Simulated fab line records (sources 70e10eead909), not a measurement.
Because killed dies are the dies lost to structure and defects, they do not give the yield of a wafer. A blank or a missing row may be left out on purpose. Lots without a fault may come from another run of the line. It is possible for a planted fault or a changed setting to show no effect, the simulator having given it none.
fab line records -- flow nand-harc
record: lots: 13, wafers: 39, last-day: 24
route steps=1159 shown P_ZERO_WELL@46 P_STI@72 END@1159
lots untouched by any fault: they come from a run of this same line in which no faults occurred
start-h: the number of hours between the record's first day and the start of the first shown wafer of the lot -- wait-h: hours since the lot's step before -- " repeats the value in the row above -- L1.1+2: several wafers, shown together as one row -- - either no value or no given start -- * or withheld: withheld -- < > ~ a bound
route shown NAME@n: NAME is a module with steps in the file, n the number in the route of the first one -- usual: mean/standard deviation of fault-free wafers -- same: alike in all rows -- chamber/n: place in a boat -- sites: per-site readings -- _std_site: their standard deviation -- _edge_site: mean of outer sites minus mean of inner sites -- radius-mm: for every site, how far away it sits from the centre of the wafer -- mask NAME#n: copy n -- behind: the last tool/chamber to shape the wafer -- hold: what put the lot on hold/how long, in hours/how the hold closed -- device: which transistor (n, p or np) failed to switch -- end of line: the route-end tests of the same wafers -- for a step that has no rows: nothing shown but its recipe -- killed: at the first sort, the dies lost to defects and structure; wafer yield is something else -- map: dies across one wafer; x = killed, . = not, _ = none there
set.NAME: the run value of the setting; set.NAME@STEP: its run value at that earlier step -- model.NAME: the simulator's own value behind a step, which no gauge read
a sample of lots followed through the steps of the route, with each step as a table and each wafer as a row
services: the hour from which a tool's chamber was out of use, counted from the record's first day as start-h (under 0 if before that day), plus the number of hours and why
== steps ==
step: NHARC_P_ZERO_WELL_DESCUM_39
recipe: time-s: 3, o2-flow-sccm: 200, ar-flow-sccm: 0, bias-power-w: 0, chemistry: O2
usual: chamber-pressure-mTorr: 60.00/0.058, drypump-motor-current-A: 5.8/0.38, o2-flow-sccm: 200.0/0.57, oes-product-au: 0.999/0.008, rf-vpp-V: 57.9/0.91, showerhead-plenum-p-Torr: 1.94/0.097, throttle-valve-pct: 11.311/0.0095
lot.wafer,tool,chamber,start-h,wait-h,chamber-pressure-mTorr,drypump-motor-current-A,o2-flow-sccm,oes-product-au,rf-hours-counter-h,rf-vpp-V,showerhead-plenum-p-Torr,throttle-valve-pct
L313.1,rie-diel-06,3,16.28,-,60.05,5.7,199.3,1.001,6,57.5,1.97,11.301
L313.3,rie-diel-06,2,16.28,-,60.03,5.8,201.0,1.001,6,58.7,2.03,11.322
L313.6,rie-diel-06,0,16.28,-,59.88,5.4,200.2,0.981,-,57.0,1.80,11.300
L314.3,rie-diel-01,1,22.30,-,59.94,6.0,199.9,1.001,3,57.3,1.96,11.301
L314.6,rie-diel-01,2,22.30,-,60.05,6.0,199.7,0.993,-,58.9,2.03,11.305
L314.5,rie-diel-01,3,22.30,-,60.06,5.9,200.6,1.003,-,56.9,1.78,11.291
L315.2,rie-diel-01,2,28.51,-,59.84,6.0,200.1,0.996,3,58.3,2.03,11.316
L315.4,rie-diel-01,2,28.51,-,60.03,6.0,199.7,0.995,-,58.5,2.03,11.317
L315.5,rie-diel-01,1,28.51,-,60.03,6.0,199.5,0.997,-,58.5,1.96,11.319
L316.2,rie-diel-06,2,34.47,-,59.96,5.8,201.5,0.993,6,59.1,2.03,11.301
L316.4,rie-diel-06,0,34.47,-,59.93,5.4,199.6,0.989,4,57.6,1.80,11.310
L316.6,rie-diel-06,2,34.47,-,60.03,5.8,200.5,0.999,-,57.8,2.03,11.305
L317.1,rie-diel-01,0,40.03,-,59.93,6.1,200.1,0.996,5,57.8,2.06,11.306
L317.4,rie-diel-01,2,40.03,-,60.12,6.1,199.4,0.990,4,58.9,2.03,11.309
L317.6,rie-diel-01,0,40.03,-,60.02,6.0,199.7,0.998,-,58.0,2.06,11.295
L318.1,rie-diel-13,0,46.52,-,59.97,4.7,200.2,1.007,8,57.9,1.90,11.320
L318.4,rie-diel-13,1,46.52,-,60.13,5.9,199.1,1.001,6,57.2,1.91,11.308
L318.6,rie-diel-13,3,46.52,-,59.92,5.8,200.1,0.991,-,57.4,1.96,11.321
L319.1,rie-diel-01,2,52.29,-,60.01,6.0,199.3,1.000,5,59.7,2.03,11.310
L319.2,rie-diel-01,3,52.29,-,60.04,5.9,200.3,1.011,7,57.3,1.78,11.305
L319.6,rie-diel-01,2,52.29,-,60.02,6.0,199.9,1.005,-,59.1,2.03,11.315
L320.3,rie-diel-13,1,58.28,-,59.94,5.9,199.8,0.993,6,58.6,1.91,11.312
L320.2,rie-diel-13,3,58.28,-,60.08,5.8,200.1,0.992,9,57.5,1.96,11.305
L320.4,rie-diel-13,0,58.28,-,60.00,4.7,199.3,0.998,8,57.2,1.90,11.316
L321.3,rie-diel-01,1,64.29,-,59.94,6.0,200.2,1.008,6,57.1,1.96,11.306
L321.4,rie-diel-01,3,64.29,-,60.07,5.8,199.8,1.002,8,57.3,1.78,11.307
L321.6,rie-diel-01,0,64.29,-,60.04,6.1,200.4,1.004,-,58.2,2.05,11.333
L324.2,rie-diel-13,2,82.31,-,60.07,6.3,200.5,0.987,11,58.8,2.06,11.302
L324.6,rie-diel-13,2,82.31,-,59.99,6.3,199.9,0.985,-,59.1,2.06,11.299
L324.4,rie-diel-13,3,82.31,-,60.04,5.8,200.0,0.986,-,57.6,1.96,11.313
L325.1,rie-diel-01,3,88.28,-,59.96,5.8,200.2,1.006,9,57.6,1.78,11.310
L325.2,rie-diel-01,0,88.28,-,60.02,6.1,200.8,0.995,8,59.6,2.05,11.311
L325.3,rie-diel-01,1,88.28,-,59.93,6.0,200.5,0.995,8,57.7,1.96,11.300
L335.1,rie-diel-01,1,148.24,-,60.08,6.0,199.6,0.995,0,59.8,1.95,11.304
L335.3,rie-diel-01,2,148.24,-,59.95,6.1,199.5,1.005,0,59.2,2.03,11.302
L335.5,rie-diel-01,2,148.24,-,60.01,6.1,200.3,0.999,-,58.4,2.03,11.315
L336.1,rie-diel-01,3,154.50,-,60.04,5.9,199.9,0.975,0,57.3,1.78,11.318
L336.5,rie-diel-01,1,154.50,-,60.09,6.0,199.9,1.001,-,58.3,1.95,11.318
L336.6,rie-diel-01,2,154.50,-,59.96,6.1,199.4,1.000,-,56.7,2.03,11.295
step: NHARC_P_ZERO_WELL_CD_MEAS_52
recipe: target-cd-nm: 2000, landing-energy-ev: 500
usual: cd-nm: 2000.9/1.7
same: landing-energy-ev: 500
lot.wafer,tool,chamber,start-h,wait-h,cd-nm
L313.1,cd-sem-03,0,17.64,-,1999.5
L313.3,cd-sem-03,0,17.64,-,2000.9
L313.6,cd-sem-03,0,17.64,-,1998.2
L314.3,cd-sem-03,0,23.82,-,1999.0
L314.5,cd-sem-03,0,23.82,-,1998.6
L314.6,cd-sem-03,0,23.82,-,2000.1
L315.2,cd-sem-02,0,30.05,-,2000.2
L315.4,cd-sem-02,0,30.05,-,2001.8
L315.5,cd-sem-02,0,30.05,-,2001.7
L316.2,cd-sem-02,0,35.95,-,2001.5
L316.4,cd-sem-02,0,35.95,-,2004.5
L316.6,cd-sem-02,0,35.95,-,2001.0
L317.1,cd-sem-01,0,41.38,-,1998.3
L317.4,cd-sem-01,0,41.38,-,1998.6
L317.6,cd-sem-01,0,41.38,-,2001.4
L318.1,cd-sem-01,0,47.87,-,2001.7
L318.4,cd-sem-01,0,47.87,-,2002.3
L318.6,cd-sem-01,0,47.87,-,2000.4
L319.1,cd-sem-03,0,53.78,-,2000.0
L319.2,cd-sem-03,0,53.78,-,1998.5
L319.6,cd-sem-03,0,53.78,-,1999.2
L320.2,cd-sem-03,0,59.76,-,2000.0
L320.3,cd-sem-03,0,59.76,-,2000.2
L320.4,cd-sem-03,0,59.76,-,2000.8
L321.3,cd-sem-01,0,65.76,-,1999.8
L321.4,cd-sem-01,0,65.76,-,2001.7
L321.6,cd-sem-01,0,65.76,-,2001.5
L324.2,cd-sem-01,0,83.80,-,2001.4
L324.4,cd-sem-01,0,83.80,-,1999.6
L324.6,cd-sem-01,0,83.80,-,2002.1
L325.1,cd-sem-02,0,89.77,-,1999.6
L325.2,cd-sem-02,0,89.77,-,1997.9
L325.3,cd-sem-02,0,89.77,-,1999.1
L335.1,cd-sem-01,0,149.60,-,1997.6
L335.3,cd-sem-01,0,149.60,-,2000.5
L335.5,cd-sem-01,0,149.60,-,1996.9
L336.1,cd-sem-01,0,155.83,-,2000.6
L336.5,cd-sem-01,0,155.83,-,2002.0
L336.6,cd-sem-01,0,155.83,-,2002.0
step: NHARC_P_STI_OXIDE_29
recipe: target-thk-a: 100, temp-c: 900, ox-time-s: 1362, material: SiO2
usual: zone-power-centre-pct: 20.2/1.8
lot.wafer,tool,chamber,start-h,wait-h,zone-power-centre-pct
L313.1,furnace-04,0,25.29,-,18.2
L313.3,furnace-04,0,25.29,-,18.2
L313.6,furnace-04,0,25.29,-,18.4
L314.3,furnace-01,0,33.86,-,22.5
L314.5,furnace-01,0,33.86,-,22.2
L314.6,furnace-01,0,33.86,-,22.5
L315.2,furnace-01,0,33.86,-,22.7
L315.4,furnace-01,0,33.86,-,21.9
L315.5,furnace-01,0,33.86,-,22.7
L316.2,furnace-01,0,45.80,-,21.9
L316.4,furnace-01,0,45.80,-,22.3
L316.6,furnace-01,0,45.80,-,22.8
L317.1,furnace-01,0,45.80,-,22.4
L317.4,furnace-01,0,45.80,-,22.3
L317.6,furnace-01,0,45.80,-,22.7
L318.1,furnace-01,0,53.60,-,22.4
L318.4,furnace-01,0,53.60,-,22.4
L318.6,furnace-01,0,53.60,-,22.4
L319.1,furnace-01,0,59.59,-,22.7
L319.2,furnace-01,0,59.59,-,22.2
L319.6,furnace-01,0,59.59,-,22.2
L320.2,furnace-08,0,65.63,-,19.3
L320.3,furnace-08,0,65.63,-,19.7
L320.4,furnace-08,0,65.63,-,19.3
L321.3,furnace-04,0,76.62,-,18.2
L321.4,furnace-04,0,76.62,-,17.7
L321.6,furnace-04,0,76.62,-,18.1
L324.2,furnace-08,0,89.60,-,19.5
L324.4,furnace-08,0,89.60,-,19.3
L324.6,furnace-08,0,89.60,-,19.3
L324.2,furnace-01,0,94.04,0.7,22.3
L324.4,furnace-01,0,94.04,0.7,22.7
L324.6,furnace-01,0,94.04,0.7,22.4
L325.1,furnace-04,0,97.34,-,18.3
L325.2,furnace-04,0,97.34,-,18.3
L325.3,furnace-04,0,97.34,-,18.1
L325.1,furnace-04,0,101.40,0.3,18.5
L325.2,furnace-04,0,101.40,0.3,18.2
L325.3,furnace-04,0,101.40,0.3,18.3
L335.1,furnace-04,0,155.87,-,18.0
L335.3,furnace-04,0,155.87,-,18.2
L335.5,furnace-04,0,155.87,-,18.3
L336.1,furnace-08,0,161.63,-,19.5
L336.5,furnace-08,0,161.63,-,19.3
L336.6,furnace-08,0,161.63,-,19.5
step: NHARC_P_STI_CD_MEAS_09
recipe: target-cd-nm: 200, landing-energy-ev: 500
usual: cd-nm: 199.8/1.9
same: landing-energy-ev: 500
lot.wafer,tool,chamber,start-h,wait-h,cd-nm
L313.1,cd-sem-01,0,36.65,-,197.5
L313.3,cd-sem-01,0,36.65,-,196.6
L313.6,cd-sem-01,0,36.65,-,196.4
L314.3,cd-sem-02,0,45.25,-,200.3
L314.5,cd-sem-02,0,45.25,-,196.8
L314.6,cd-sem-02,0,45.25,-,199.0
L315.2,cd-sem-01,0,45.41,-,200.3
L315.4,cd-sem-01,0,45.41,-,198.9
L315.5,cd-sem-01,0,45.41,-,201.9
L317.1,cd-sem-03,0,57.20,-,197.9
L317.4,cd-sem-03,0,57.20,-,199.0
L317.6,cd-sem-03,0,57.20,-,198.5
L316.2,cd-sem-03,0,57.37,-,200.4
L316.4,cd-sem-03,0,57.37,-,200.2
L316.6,cd-sem-03,0,57.37,-,202.1
L318.1,cd-sem-01,0,65.07,-,200.5
L318.4,cd-sem-01,0,65.07,-,198.5
L318.6,cd-sem-01,0,65.07,-,201.0
L319.1,cd-sem-03,0,70.94,-,200.1
L319.2,cd-sem-03,0,70.94,-,199.2
L319.6,cd-sem-03,0,70.94,-,200.3
L320.2,cd-sem-03,0,77.06,-,198.3
L320.3,cd-sem-03,0,77.06,-,200.2
L320.4,cd-sem-03,0,77.06,-,200.9
L321.3,cd-sem-01,0,89.37,-,199.9
L321.4,cd-sem-01,0,89.37,-,198.7
L321.6,cd-sem-01,0,89.37,-,198.5
L324.2,cd-sem-03,0,102.46,-,195.3
L324.4,cd-sem-03,0,102.46,-,196.3
L324.6,cd-sem-03,0,102.46,-,195.7
L325.1,cd-sem-03,0,109.78,-,202.6
L325.2,cd-sem-03,0,109.78,-,200.7
L325.3,cd-sem-03,0,109.78,-,204.2
L335.1,cd-sem-01,0,167.08,-,200.3
L335.3,cd-sem-01,0,167.08,-,195.3
L335.5,cd-sem-01,0,167.08,-,199.7
L336.1,cd-sem-01,0,173.00,-,201.5
L336.5,cd-sem-01,0,173.00,-,201.5
L336.6,cd-sem-01,0,173.00,-,199.4
step: NHARC_END_SORT_01
recipe: temp-c: 25
usual: killed-at-array: 29/11, killed-at-other: 0.7/1.1, killed-at-periphery: 3.1/2, killed-dies: 33/11, killed-open: 3.5/1.8, killed-short: 2.0/1.4
same: gross-dies: 677
lot.wafer,tool,chamber,start-h,wait-h,killed-at-array,killed-at-other,killed-at-periphery,killed-dies,killed-open,killed-short
L324.2,prober-02,0,508.32,2.8,33,0,2,35,3,4
L324.4,prober-02,0,509.94,3.4,27,0,4,31,6,2
L324.6,prober-02,0,511.55,4.0,31,0,2,33,3,2
L325.1,prober-02,0,538.81,2.5,33,5,2,40,7,0
L325.2,prober-02,0,539.61,2.8,39,0,4,43,4,3
L325.3,prober-02,0,540.41,3.1,34,3,2,39,2,2
killed by level:class
L324.2 A_CHANNEL_HOLE_D1:chamber-film-flake=16 A_WL_FILL:chamber-film-flake=4 A_BONDPAD:chamber-film-flake=3 A_CHANNEL_FILL_D1:geometric-particle:short=2 A_CONTACT:geometric-particle:open=2 A_CONTACT:chamber-film-flake=2 A_M0:chamber-film-flake=2 P_GATE:geometric-particle:open=1
L324.4 A_CHANNEL_HOLE_D1:chamber-film-flake=13 A_STAIRCASE:chamber-film-flake=3 A_CHANNEL_FILL_D1:geometric-particle:open=2 P_GATE:chamber-film-flake=2 A_BONDPAD:chamber-film-flake=2 P_M0:geometric-particle:open=1 A_CHANNEL_FILL_D1:geometric-particle:short=1 A_SGD_CUT:geometric-particle:open=1
L324.6 A_CHANNEL_HOLE_D1:chamber-film-flake=16 A_BONDPAD:chamber-film-flake=4 A_WL_FILL:chamber-film-flake=3 A_WL_FILL:geometric-particle:short=2 A_M0:geometric-particle:open=2 A_SOURCE_PLATE:geometric-particle:open=1 P_STI:chamber-film-flake=1 P_GATE:chamber-film-flake=1
L325.1 A_CHANNEL_HOLE_D1:chamber-film-flake=18 A_STAIRCASE:chamber-film-flake=6 THIN_TSV:chamber-film-flake=5 A_CHANNEL_FILL_D1:geometric-particle:open=2 A_WL_FILL:chamber-film-flake=2 P_CONTACT:geometric-particle:open=1 A_CHANNEL_HOLE_D1:geometric-particle:open=1 A_BLC:geometric-particle:open=1
L325.2 A_CHANNEL_HOLE_D1:chamber-film-flake=28 A_STAIRCASE:chamber-film-flake=3 A_CONTACT:chamber-film-flake=3 P_GATE:geometric-particle:open=1 P_CONTACT:geometric-particle:short=1 P_CONTACT:geometric-particle:open=1 A_ONON_D1:geometric-particle:short=1 A_CONTACT:geometric-particle:open=1
L325.3 A_CHANNEL_HOLE_D1:chamber-film-flake=19 A_STAIRCASE:chamber-film-flake=5 A_CONTACT:chamber-film-flake=3 THIN_TSV:chamber-film-flake=3 A_CHANNEL_FILL_D1:chamber-film-flake=2 A_WL_FILL:chamber-film-flake=2 P_M0:geometric-particle:open=1 A_ONON_D1:geometric-particle:short=1
== services ==
tool,chamber,start-h,hours,kind
rie-diel-01,0,-5.66,-,clean
rie-diel-01,1,-5.66,-,clean
rie-diel-01,2,-5.66,-,clean
rie-diel-01,3,-5.66,-,clean
rie-diel-01,0,18.84,-,clean
rie-diel-01,1,18.84,-,clean
rie-diel-01,2,18.84,-,clean
rie-diel-01,3,18.84,-,clean
furnace-08,-,21.10,26.0,pm
rie-diel-01,0,21.31,14.5,repair
rie-diel-01,0,43.34,-,clean
rie-diel-01,1,43.34,-,clean
rie-diel-01,2,43.34,-,clean
rie-diel-01,3,43.34,-,clean
rie-diel-13,1,51.99,5.3,repair
rie-diel-13,3,53.81,3.8,repair
rie-diel-06,-,64.20,9.0,pm
rie-diel-01,0,67.84,-,clean
rie-diel-01,1,67.84,-,clean
rie-diel-13,1,72.52,12.5,repair
rie-diel-13,-,99.00,9.0,pm
rie-diel-06,-,105.20,0.6,repair
rie-diel-01,-,137.90,9.0,pm
rie-diel-06,1,148.64,8.7,repair
== key ==
first-sign: step: NHARC_P_STI_OXIDE_29, reading: visit, direction: added
effect none on later readings
met-at NHARC_P_STI_OXIDE_29
struck-lots L324,L325
tester-left-out L324,L325
not-acting-at NHARC_P_ZERO_WELL_DESCUM_39,NHARC_P_ZERO_WELL_CD_MEAS_52,NHARC_P_STI_CD_MEAS_09
fault: kind: repeated-step-whole, tool: furnace-01,furnace-04,furnace-08, chamber: -, onset-h: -, steps: NHARC_P_STI_OXIDE_29, times: 1, scope: struck-lots-only
tester-left-out: of these lots the tester's yield and bins aren't shown, on N5 and GAA mostly nor the transistor test; their killed dies are dies lost to structure and defects alone, not to doping, threshold or leakage, so they don't give the yield
